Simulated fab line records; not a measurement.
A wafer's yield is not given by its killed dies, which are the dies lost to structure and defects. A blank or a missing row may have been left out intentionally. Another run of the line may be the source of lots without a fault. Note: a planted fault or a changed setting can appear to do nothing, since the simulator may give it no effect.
Chamber matching    flow nandHarc    NHARC_A_SGD_CUT_ETCH_58 on rieDiel-06: 4 sister chambers
The step etches the open film in CF4, target depth 39 nm, time 65 s. 16 wafers are shown with their chamber, then 8 later ones without.

WAFERS WITH THEIR CHAMBER
wafer   chamber  drypumpMotorCurrentA (A)  rfVppV (V)  oesProductAu (a.u.)
L077.3  2        6.0                       153.0       0.984
L077.5  3        5.3                       153.6       1.002
L077.6  0        6.2                       150.3       1.008
L079.2  0        6.2                       151.4       1.001
L079.4  3        5.3                       152.2       1.002
L079.5  1        6.0                       149.3       1.001
L081.1  2        6.0                       152.1       0.999
L081.3  1        5.9                       149.2       1.015
L081.5  0        6.3                       149.8       0.992
L083.3  0        6.3                       150.7       0.998
L083.4  1        6.0                       149.3       1.009
L083.6  2        6.0                       152.3       0.998
L086.1  2        6.0                       151.8       0.997
L086.2  3        5.3                       150.2       0.994
L086.4  1        6.0                       149.1       1.004
L087.3  0        6.2                       150.0       0.998

SIGNATURES (averages over the wafers above)
reading               chamber 0  chamber 1  chamber 2  chamber 3  scatter within a chamber
drypumpMotorCurrentA  6.240      5.975      6.000      5.300      0.0403
rfVppV                150.440    149.225    152.300    152.000    0.83
oesProductAu          0.99940    1.00725    0.99450    0.99933    0.00605
Rule: for each reading, subtract the chamber's mean from the wafer's reading, divide by that reading's scatter and square the result; add these up over the readings and take the root, which gives the wafer's distance from the chamber. If the next closest chamber is less than 2 further off than the closest, the wafer can't be placed; otherwise it belongs to the closest. The scatter: take each reading less its chamber's mean, square it, sum over the shown wafers, divide by the number of wafers less the number of chambers, and take the root.

WAFERS MISSING THEIR CHAMBER
wafer   drypumpMotorCurrentA (A)  rfVppV (V)  oesProductAu (a.u.)
L087.5  6.0                       152.6       1.007
L087.6  6.0                       149.7       1.012
L088.3  5.3                       152.2       0.997
L088.4  6.0                       149.6       0.994
L088.5  6.0                       151.1       1.003
L091.1  6.3                       149.6       0.999
L091.2  6.0                       149.3       1.004
L091.4  6.0                       149.1       1.002

THE CHAMBER EACH PASSED THROUGH
wafer    from the rows above       in truth
L087.5   2                         2
L087.6   1                         1
L088.3   3                         3
L088.4   can't be placed: 1 or 2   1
L088.5   can't be placed: 2 or 1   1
L091.1   0                         0
L091.2   1                         1
L091.4   1                         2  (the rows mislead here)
Correct placement for 5 of the 8. From these rows, 2 cannot be placed; in 2 the true chamber is one of the candidates. 1 placed wrongly.
